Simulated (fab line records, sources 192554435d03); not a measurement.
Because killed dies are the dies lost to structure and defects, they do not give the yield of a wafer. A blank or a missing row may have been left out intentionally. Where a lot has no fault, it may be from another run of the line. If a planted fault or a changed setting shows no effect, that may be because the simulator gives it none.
Which tool did it? + flow n5_finfet + Sampling: 24 lots, 72 wafers, 6 of 1938 route steps

== WHAT THE GAUGES READ, wafer by wafer ==
No reading from a measuring or inspecting step in the record can be judged against a usual standard deviation.

== TOOL THAT RAN EACH LOT (tool first, then ch and the chambers of the sampled wafers, then the start) ==
| lot  | N5_BEOL_M5_SURFACE_TREAT_87  | N5_BEOL_M5_ANNEAL_49         | N5_BEOL_M5_SPUTTER_90        | N5_BEOL_M5_DEP_56               | N5_BEOL_M6_CURE_74            | N5_BEOL_M6_ALD_77                   |
|------|------------------------------|------------------------------|------------------------------|---------------------------------|-------------------------------|-------------------------------------|
| L074 | pvd_sputter-03, day 8 18:16  | pvd_sputter-03, day 8 18:50  | pvd_sputter-03, day 8 23:05  | pecvd-03 ch 1,2, day 9 00:05    | uv_cure-01 ch 0, day 9 00:28  | ald_metal-01 ch 0,1, day 9 05:37    |
| L075 | pvd_sputter-02, day 9 03:09  | pvd_sputter-01, day 9 03:27  | pvd_sputter-01, day 9 07:43  | pecvd-01 ch 1,2, day 9 08:43    | uv_cure-03 ch 0, day 9 08:55  | ald_metal-03 ch 0,1,2, day 9 14:01  |
| L076 | pvd_sputter-03, day 9 03:19  | pvd_sputter-03, day 9 03:37  | pvd_sputter-03, day 9 07:53  | pecvd-03 ch 0,1, day 9 09:11    | uv_cure-01 ch 1, day 9 09:23  | ald_metal-01 ch 1,3, day 9 14:14    |
| L077 | pvd_sputter-02, day 9 20:20  | pvd_sputter-01, day 9 20:47  | pvd_sputter-01, day 10 01:04 | pecvd-01 ch 0,1, day 10 02:03   | uv_cure-03 ch 0, day 10 02:50 | ald_metal-02 ch 1,2, day 10 08:45   |
| L079 | pvd_sputter-02, day 10 07:34 | pvd_sputter-02, day 10 08:08 | pvd_sputter-02, day 10 12:24 | pecvd-03 ch 0,1,2, day 10 13:24 | uv_cure-02 ch 0, day 10 13:36 | ald_metal-01 ch 0,1,2, day 10 19:05 |
| L078 | pvd_sputter-01, day 10 07:50 | pvd_sputter-01, day 10 08:23 | pvd_sputter-01, day 10 12:38 | pecvd-03 ch 0,2, day 10 13:38   | uv_cure-01 ch 0, day 10 13:54 | ald_metal-03 ch 0,1,2, day 10 19:17 |
| L080 | pvd_sputter-03, day 10 09:09 | pvd_sputter-03, day 10 11:39 | pvd_sputter-03, day 10 15:55 | pecvd-01 ch 0,1,2, day 10 16:56 | uv_cure-02 ch 2, day 10 17:21 | ald_metal-01 ch 2,3, day 11 00:35   |
| L082 | pvd_sputter-02, day 10 13:53 | pvd_sputter-02, day 10 14:24 | pvd_sputter-02, day 10 18:40 | pecvd-04 ch 1,2, day 10 20:56   | uv_cure-02 ch 1, day 10 21:13 | ald_metal-02 ch 0,1,2, day 11 04:43 |
| L081 | pvd_sputter-01, day 10 17:38 | pvd_sputter-01, day 10 17:58 | pvd_sputter-01, day 10 22:14 | pecvd-03 ch 1,2, day 10 23:16   | uv_cure-02 ch 2, day 10 23:37 | ald_metal-01 ch 0,3, day 11 04:59   |
| L083 | pvd_sputter-01, day 11 01:37 | pvd_sputter-01, day 11 02:01 | pvd_sputter-01, day 11 06:17 | pecvd-04 ch 0,2, day 11 07:16   | uv_cure-01 ch 0, day 11 07:43 | ald_metal-01 ch 0,1, day 11 13:02   |
| L084 | pvd_sputter-03, day 11 10:15 | pvd_sputter-02, day 11 10:49 | pvd_sputter-02, day 11 15:05 | pecvd-04 ch 0,1, day 11 16:04   | uv_cure-03 ch 1, day 11 16:16 | ald_metal-03 ch 1,2, day 11 20:26   |
| L085 | pvd_sputter-03, day 11 18:20 | pvd_sputter-03, day 11 18:56 | pvd_sputter-03, day 11 23:12 | pecvd-01 ch 0,1,2, day 12 00:11 | uv_cure-02 ch 1, day 12 00:23 | ald_metal-02 ch 1,2,3, day 12 06:10 |
| L087 | pvd_sputter-02, day 11 23:59 | pvd_sputter-02, day 12 00:32 | pvd_sputter-02, day 12 04:48 | pecvd-01 ch 0,1,2, day 12 05:47 | uv_cure-02 ch 0, day 12 06:14 | ald_metal-01 ch 0,3, day 12 11:52   |
| L086 | pvd_sputter-01, day 12 02:26 | pvd_sputter-03, day 12 02:49 | pvd_sputter-03, day 12 07:05 | pecvd-01 ch 1,2, day 12 08:10   | uv_cure-02 ch 0, day 12 08:44 | ald_metal-01 ch 0,1,3, day 12 12:25 |
| L090 | pvd_sputter-02, day 12 12:53 | pvd_sputter-02, day 12 13:14 | pvd_sputter-02, day 12 17:31 | pecvd-04 ch 0,1, day 12 18:34   | uv_cure-03 ch 0, day 12 18:46 | ald_metal-03 ch 0,2,3, day 13 01:34 |
| L089 | pvd_sputter-01, day 12 18:41 | pvd_sputter-01, day 12 19:08 | pvd_sputter-01, day 12 23:24 | pecvd-01 ch 1,2, day 13 00:50   | uv_cure-01 ch 1, day 13 01:02 | ald_metal-01 ch 0,3, day 13 05:38   |
| L088 | pvd_sputter-01, day 12 23:36 | pvd_sputter-01, day 13 00:00 | pvd_sputter-01, day 13 04:16 | pecvd-04 ch 0,1,2, day 13 05:32 | uv_cure-01 ch 0, day 13 05:43 | ald_metal-02 ch 1,3, day 13 11:01   |
| L093 | pvd_sputter-02, day 13 05:49 | pvd_sputter-02, day 13 06:10 | pvd_sputter-02, day 13 10:26 | pecvd-01 ch 0,1, day 13 11:56   | uv_cure-03 ch 0, day 13 12:08 | ald_metal-02 ch 0,2,3, day 13 16:43 |
| L092 | pvd_sputter-01, day 13 06:52 | pvd_sputter-03, day 13 07:23 | pvd_sputter-03, day 13 11:38 | pecvd-01 ch 0,1,2, day 13 13:01 | uv_cure-02 ch 2, day 13 13:13 | ald_metal-03 ch 0,1,2, day 13 16:59 |
| L091 | pvd_sputter-01, day 13 22:14 | pvd_sputter-01, day 13 22:34 | pvd_sputter-01, day 14 02:50 | pecvd-03 ch 1,2, day 14 03:53   | uv_cure-03 ch 2, day 14 04:05 | ald_metal-01 ch 1,2,3, day 14 11:13 |
| L094 | pvd_sputter-02, day 14 02:41 | pvd_sputter-01, day 14 02:59 | pvd_sputter-01, day 14 07:16 | pecvd-04 ch 0,2, day 14 08:15   | uv_cure-02 ch 0, day 14 08:46 | ald_metal-02 ch 0,2,3, day 14 14:22 |
| L096 | pvd_sputter-03, day 14 02:52 | pvd_sputter-02, day 14 03:11 | pvd_sputter-02, day 14 07:43 | pecvd-03 ch 1,2, day 14 08:42   | uv_cure-01 ch 1, day 14 09:13 | ald_metal-03 ch 2,3, day 14 15:49   |
| L095 | pvd_sputter-03, day 14 03:43 | pvd_sputter-03, day 14 06:12 | pvd_sputter-03, day 14 10:28 | pecvd-03 ch 0,2, day 14 12:02   | uv_cure-03 ch 0, day 14 12:20 | ald_metal-02 ch 1,2, day 14 19:25   |
| L097 | pvd_sputter-03, day 14 13:55 | pvd_sputter-01, day 14 14:25 | pvd_sputter-01, day 14 18:41 | pecvd-03 ch 0,2, day 14 19:41   | uv_cure-02 ch 2, day 14 19:59 | ald_metal-01 ch 2,3, day 15 02:13   |
- N5_BEOL_M5_SURFACE_TREAT_87
- N5_BEOL_M5_ANNEAL_49: time 1800 s.
- N5_BEOL_M5_SPUTTER_90: material Cu, target thk 4.5 nm, time 8.29 s.
- N5_BEOL_M5_DEP_56: deposits SiCN from 3MS/NH3, target thk 8 nm, time 14 s.
- N5_BEOL_M6_CURE_74: cures SiCOH lowk, time 240 s.
- N5_BEOL_M6_ALD_77: deposits TaN, target thk 2 nm, pulse time 2 s, purge time 3 s.

== AS READ BY THE TOOLS THEMSELVES (means over the sampled wafers that have a number; for cases with no such wafer, the mark the record gives instead) ==
N5_BEOL_M5_SURFACE_TREAT_87. Usual: ar_flow_sccm reads 30.00 sccm (standard deviation 0.11).
| lot  | tool           | ar_flow_sccm (sccm) | flag |
|------|----------------|---------------------|------|
| L074 | pvd_sputter-03 | 29.98               |      |
| L075 | pvd_sputter-02 | 29.99               |      |
| L076 | pvd_sputter-03 | 29.92               |      |
| L077 | pvd_sputter-02 | 29.91               |      |
| L079 | pvd_sputter-02 | 29.94               |      |
| L078 | pvd_sputter-01 | 29.96               |      |
| L080 | pvd_sputter-03 | 30.10               |      |
| L082 | pvd_sputter-02 | 30.00               |      |
| L081 | pvd_sputter-01 | 30.06               |      |
| L083 | pvd_sputter-01 | 29.98               |      |
| L084 | pvd_sputter-03 | 30.04               |      |
| L085 | pvd_sputter-03 | 30.01               |      |
| L087 | pvd_sputter-02 | 29.94               |      |
| L086 | pvd_sputter-01 | 30.07               |      |
| L090 | pvd_sputter-02 | 30.02               |      |
| L089 | pvd_sputter-01 | 29.97               |      |
| L088 | pvd_sputter-01 | 30.01               |      |
| L093 | pvd_sputter-02 | 30.02               |      |
| L092 | pvd_sputter-01 | 30.08               |      |
| L091 | pvd_sputter-01 | 29.97               |      |
| L094 | pvd_sputter-02 | 29.95               |      |
| L096 | pvd_sputter-03 | 30.03               |      |
| L095 | pvd_sputter-03 | 30.13               |      |
| L097 | pvd_sputter-03 | 29.93               |      |

N5_BEOL_M5_ANNEAL_49. Usual: heater_power_w reads 849 W (standard deviation 58).
| lot  | tool           | heater_power_w (W) | flag |
|------|----------------|--------------------|------|
| L074 | pvd_sputter-03 | 820                |      |
| L075 | pvd_sputter-01 | 888                |      |
| L076 | pvd_sputter-03 | 880                |      |
| L077 | pvd_sputter-01 | 896                |      |
| L079 | pvd_sputter-02 | 806                |      |
| L078 | pvd_sputter-01 | 838                |      |
| L080 | pvd_sputter-03 | 856                |      |
| L082 | pvd_sputter-02 | 805                |      |
| L081 | pvd_sputter-01 | 846                |      |
| L083 | pvd_sputter-01 | 914                |      |
| L084 | pvd_sputter-02 | 824                |      |
| L085 | pvd_sputter-03 | 861                |      |
| L087 | pvd_sputter-02 | 833                |      |
| L086 | pvd_sputter-03 | 866                |      |
| L090 | pvd_sputter-02 | 809                |      |
| L089 | pvd_sputter-01 | 870                |      |
| L088 | pvd_sputter-01 | 834                |      |
| L093 | pvd_sputter-02 | 837                |      |
| L092 | pvd_sputter-03 | 798                |      |
| L091 | pvd_sputter-01 | 860                |      |
| L094 | pvd_sputter-01 | 891                |      |
| L096 | pvd_sputter-02 | 771                |      |
| L095 | pvd_sputter-03 | 812                |      |
| L097 | pvd_sputter-01 | 890                |      |

N5_BEOL_M5_SPUTTER_90. Usual: throttle_valve_pct reads 29.6 % (standard deviation 0.84).
| lot  | tool           | throttle_valve_pct (%) | flag |
|------|----------------|------------------------|------|
| L074 | pvd_sputter-03 | 30.1                   |      |
| L075 | pvd_sputter-01 | 29.7                   |      |
| L076 | pvd_sputter-03 | 29.4                   |      |
| L077 | pvd_sputter-01 | 29.1                   |      |
| L079 | pvd_sputter-02 | 30.2                   |      |
| L078 | pvd_sputter-01 | 29.3                   |      |
| L080 | pvd_sputter-03 | 29.2                   |      |
| L082 | pvd_sputter-02 | 30.2                   |      |
| L081 | pvd_sputter-01 | 29.6                   |      |
| L083 | pvd_sputter-01 | 28.9                   |      |
| L084 | pvd_sputter-02 | 30.1                   |      |
| L085 | pvd_sputter-03 | 29.4                   |      |
| L087 | pvd_sputter-02 | 30.2                   |      |
| L086 | pvd_sputter-03 | 29.4                   |      |
| L090 | pvd_sputter-02 | 30.2                   |      |
| L089 | pvd_sputter-01 | 28.9                   |      |
| L088 | pvd_sputter-01 | 29.8                   |      |
| L093 | pvd_sputter-02 | 30.2                   |      |
| L092 | pvd_sputter-03 | 30.1                   |      |
| L091 | pvd_sputter-01 | 29.1                   |      |
| L094 | pvd_sputter-01 | 29.1                   |      |
| L096 | pvd_sputter-02 | 30.3                   |      |
| L095 | pvd_sputter-03 | 29.5                   |      |
| L097 | pvd_sputter-01 | 28.5                   |      |

N5_BEOL_M5_DEP_56. Usual: showerhead_plenum_p_Torr 3.657 Torr, standard deviation 0.01; throttle_valve_pct 9.3 %, standard deviation 0.81.
| lot  | tool     | showerhead_plenum_p_Torr (Torr) | throttle_valve_pct (%) | flag |
|------|----------|---------------------------------|------------------------|------|
| L074 | pecvd-03 | 3.646                           | 9.1                    |      |
| L075 | pecvd-01 | 3.667                           | 9.1                    |      |
| L076 | pecvd-03 | 3.652                           | 10.5                   |      |
| L077 | pecvd-01 | 3.665                           | 9.0                    |      |
| L079 | pecvd-03 | 3.655                           | 9.6                    |      |
| L078 | pecvd-03 | 3.662                           | 10.2                   |      |
| L080 | pecvd-01 | 3.664                           | 9.1                    |      |
| L082 | pecvd-04 | 3.654                           | 9.1                    |      |
| L081 | pecvd-03 | 3.648                           | 9.0                    |      |
| L083 | pecvd-04 | 3.649                           | 9.0                    |      |
| L084 | pecvd-04 | 3.662                           | 9.2                    |      |
| L085 | pecvd-01 | 3.666                           | 9.2                    |      |
| L087 | pecvd-01 | 3.660                           | 9.2                    |      |
| L086 | pecvd-01 | 3.665                           | 9.2                    |      |
| L090 | pecvd-04 | 3.656                           | 9.2                    |      |
| L089 | pecvd-01 | 3.664                           | 9.2                    |      |
| L088 | pecvd-04 | 3.654                           | 8.9                    |      |
| L093 | pecvd-01 | 3.664                           | 9.0                    |      |
| L092 | pecvd-01 | 3.665                           | 9.2                    |      |
| L091 | pecvd-03 | 3.639                           | 9.0                    |      |
| L094 | pecvd-04 | 3.652                           | 9.0                    |      |
| L096 | pecvd-03 | 3.645                           | 8.9                    |      |
| L095 | pecvd-03 | 3.660                           | 10.0                   |      |
| L097 | pecvd-03 | 3.650                           | 9.2                    |      |

N5_BEOL_M6_CURE_74. Usual: lamp_power_pct 52.31 %, standard deviation 0.057; wafer_temp_C_max 386.7, standard deviation 0.74.
| lot  | tool       | lamp_power_pct (%) | wafer_temp_C_max | flag |
|------|------------|--------------------|------------------|------|
| L074 | uv_cure-01 | 52.32              | 386.7            |      |
| L075 | uv_cure-03 | 52.33              | 386.1            |      |
| L076 | uv_cure-01 | 52.32              | 386.5            |      |
| L077 | uv_cure-03 | 52.32              | 385.9            |      |
| L079 | uv_cure-02 | 52.37              | 387.8            |      |
| L078 | uv_cure-01 | 52.28              | 386.6            |      |
| L080 | uv_cure-02 | 52.27              | 386.3            |      |
| L082 | uv_cure-02 | 52.27              | 387.0            |      |
| L081 | uv_cure-02 | 52.32              | 386.1            |      |
| L083 | uv_cure-01 | 52.33              | 386.3            |      |
| L084 | uv_cure-03 | 52.32              | 386.5            |      |
| L085 | uv_cure-02 | 52.35              | 386.8            |      |
| L087 | uv_cure-02 | 52.27              | 387.9            |      |
| L086 | uv_cure-02 | 52.29              | 388.5            |      |
| L090 | uv_cure-03 | 52.31              | 386.2            |      |
| L089 | uv_cure-01 | 52.35              | 386.8            |      |
| L088 | uv_cure-01 | 52.30              | 387.0            |      |
| L093 | uv_cure-03 | 52.31              | 386.4            |      |
| L092 | uv_cure-02 | 52.29              | 386.1            |      |
| L091 | uv_cure-03 | 52.37              | 386.7            |      |
| L094 | uv_cure-02 | 52.32              | 388.0            |      |
| L096 | uv_cure-01 | 52.30              | 387.1            |      |
| L095 | uv_cure-03 | 52.29              | 386.0            |      |
| L097 | uv_cure-02 | 52.36              | 385.9            |      |

N5_BEOL_M6_ALD_77. Usual: heater_power_w 428 W, standard deviation 41; mfc_carrier_sccm 1500 sccm, standard deviation 4.
| lot  | tool         | heater_power_w (W) | mfc_carrier_sccm (sccm) | flag |
|------|--------------|--------------------|-------------------------|------|
| L074 | ald_metal-01 | 410                | 1498                    |      |
| L075 | ald_metal-03 | 396                | 1501                    |      |
| L076 | ald_metal-01 | 435                | 1497                    |      |
| L077 | ald_metal-02 | 452                | 1503                    |      |
| L079 | ald_metal-01 | 437                | 1503                    |      |
| L078 | ald_metal-03 | 396                | 1498                    |      |
| L080 | ald_metal-01 | 452                | 1502                    |      |
| L082 | ald_metal-02 | 474                | 1498                    |      |
| L081 | ald_metal-01 | 418                | 1501                    |      |
| L083 | ald_metal-01 | 395                | 1497                    |      |
| L084 | ald_metal-03 | 429                | 1498                    |      |
| L085 | ald_metal-02 | 439                | 1504                    |      |
| L087 | ald_metal-01 | 408                | 1499                    |      |
| L086 | ald_metal-01 | 410                | 1500                    |      |
| L090 | ald_metal-03 | 389                | 1503                    |      |
| L089 | ald_metal-01 | 396                | 1497                    |      |
| L088 | ald_metal-02 | 428                | 1504                    |      |
| L093 | ald_metal-02 | 443                | 1499                    |      |
| L092 | ald_metal-03 | 398                | 1496                    |      |
| L091 | ald_metal-01 | 450                | 1495                    |      |
| L094 | ald_metal-02 | 443                | 1499                    |      |
| L096 | ald_metal-03 | 414                | 1493                    |      |
| L095 | ald_metal-02 | 447                | 1499                    |      |
| L097 | ald_metal-01 | 449                | 1497                    |      |

== THE ANSWER, worked out from the rows above alone ==
Rule: a lot counts as off when the mean over its wafers that have a number is more than 3 standard deviations away from the usual mean. Also off: a lot with no number at a reading for which 4 or more lots have one. Where the step has rows for the other lots, those lots are counted as sound. After the gauges, taken in route order, come the tools' own readings; for these a lot's mean is taken, as printed above. The first step at which some lot is off is used, and at that step the reading that is off furthest; a lot without a number counts as furthest.
No lot is off at any reading shown: from this, nothing can be told.

== WHAT THE SIMULATOR PUT IN ==
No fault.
